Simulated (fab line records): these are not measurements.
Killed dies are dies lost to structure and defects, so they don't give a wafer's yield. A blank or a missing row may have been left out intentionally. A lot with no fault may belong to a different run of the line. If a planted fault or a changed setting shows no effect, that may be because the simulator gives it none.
Split-lot trial | flow n5-finfet | on a route of 1938 steps: 7 lots, 21 wafers read

## THE SPLIT ITSELF
At N5_BEOL_M3_TRENCH_ETCH_37 (etches SiOC in C4F6/O2, target depth 55.555 nm, time 29.2 s), the setting time-s was moved away from the recipe's 29.2 s on 5 of the 21 wafers read, by -22.4% to +17.7%. For the rest of the wafers, this setting stayed at what the recipe calls for.

## FROM THE SPLIT TO THE READING: what the file shows between them, 2 steps
- N5_BEOL_M3_ETCH_41: etches SiCN in CH3F/O2, target depth 29.9 nm, time 52.5 s
- N5_BEOL_M3_STRIP_97: strips in N2/H2, time 10 s

## THE READING
trench-depth-nm, in nm, at N5_BEOL_M3_OCD_MEAS_38. On this fab line, fault-free wafers typically give 55.7 nm with a standard deviation of 1.1 nm.

wafer  | tool, chamber at the split | time-s as run, s | against the recipe | trench-depth-nm, nm | against lot-mates on the recipe
L076.1 | rie-diel-01, 1             | 29.2             | recipe             | 56.5                | -
L076.3 | rie-diel-01, 2             | 29.2             | recipe             | 55.8                | -
L076.5 | rie-diel-01, 2             | 29.2             | recipe             | 55.9                | -
L080.1 | rie-diel-02, 0             | 29.2             | recipe             | 58.7                | -
L080.3 | rie-diel-02, 2             | 29.2             | recipe             | 57.5                | -
L080.6 | rie-diel-02, 3             | 29.2             | recipe             | 55.5                | -
L081.3 | rie-diel-03, 2             | 29.2             | recipe             | 55.0                | -
L081.4 | rie-diel-03, 1             | 29.2             | recipe             | 53.8                | -
L081.6 | rie-diel-03, 0             | 34.36            | +17.7%             | 63.4                | +9.0
L083.2 | rie-diel-02, 3             | 22.67            | -22.4%             | 42.3                | -14.5
L083.4 | rie-diel-02, 0             | 29.2             | recipe             | 57.3                | -
L083.5 | rie-diel-02, 2             | 29.2             | recipe             | 56.3                | -
L095.1 | rie-diel-02, 3             | 29.2             | recipe             | 54.7                | -
L095.3 | rie-diel-02, 1             | 29.2             | recipe             | 56.0                | -
L095.4 | rie-diel-02, 2             | 29.2             | recipe             | 57.3                | -
L096.2 | rie-diel-03, 3             | 29.2             | recipe             | 57.0                | -
L096.4 | rie-diel-03, 0             | 29.2             | recipe             | 55.7                | -
L096.6 | rie-diel-03, 2             | 31.49            | +7.8%              | 59.5                | +3.1
L097.1 | rie-diel-03, 0             | 29.2             | recipe             | 55.1                | -
L097.3 | rie-diel-03, 2             | 27.23            | -6.7%              | 50.9                | -4.2
L097.6 | rie-diel-03, 3             | 27.23            | -6.7%              | 53.4                | -1.7

FIT RESULTS
A straight line over all 21 wafers: trench-depth-nm changes by +0.534 nm for each +1% of time-s; r = +0.94; the points scatter about the line by 1.3 nm.
The same after taking each lot's own level away (the mean of its wafers on the recipe; 21 wafers): +0.567 nm for each +1%; r = +0.97; scatter 1.1 nm.
That fit puts the effect of the largest move of time-s on the reading at 13 nm.
From 54.40 to 57.23 nm: that is the span of the lots' own levels, equal to 2.6 times the standard deviation above.
So the lot-to-lot level changes the slope little: the two slopes agree.
Check: for one of the wafers moved furthest among these (-22.4%), held out of the fit, the line's prediction against its lot-mates is -10.7 nm. Against them it came out at -14.5 nm.

## THE WHOLE CHAIN: every reading that the file lists as answering this split, in the file's order
step                      | what it does                                                | reading                                                                   | change (the file's fit)               | r (the file's)
N5_BEOL_M3_TRENCH_ETCH_37 | etches SiOC in C4F6/O2, target depth 55.555 nm, time 29.2 s | etch.depth-nm (the simulator's own value, which no gauge read)            | +0.566 nm for each +1% of the setting | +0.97
N5_BEOL_M3_TRENCH_ETCH_37 | etches SiOC in C4F6/O2, target depth 55.555 nm, time 29.2 s | BEOL_M3.feature-depth-nm (the simulator's own value, which no gauge read) | +0.568 nm for each +1% of the setting | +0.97
N5_BEOL_M3_OCD_MEAS_38    |                                                             | trench-depth-nm                                                           | +0.576 nm for each +1% of the setting | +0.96

## THE FILE'S OWN FIT
trench-depth-nm changes by +0.576 nm for each +1% of time-s, r = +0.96.
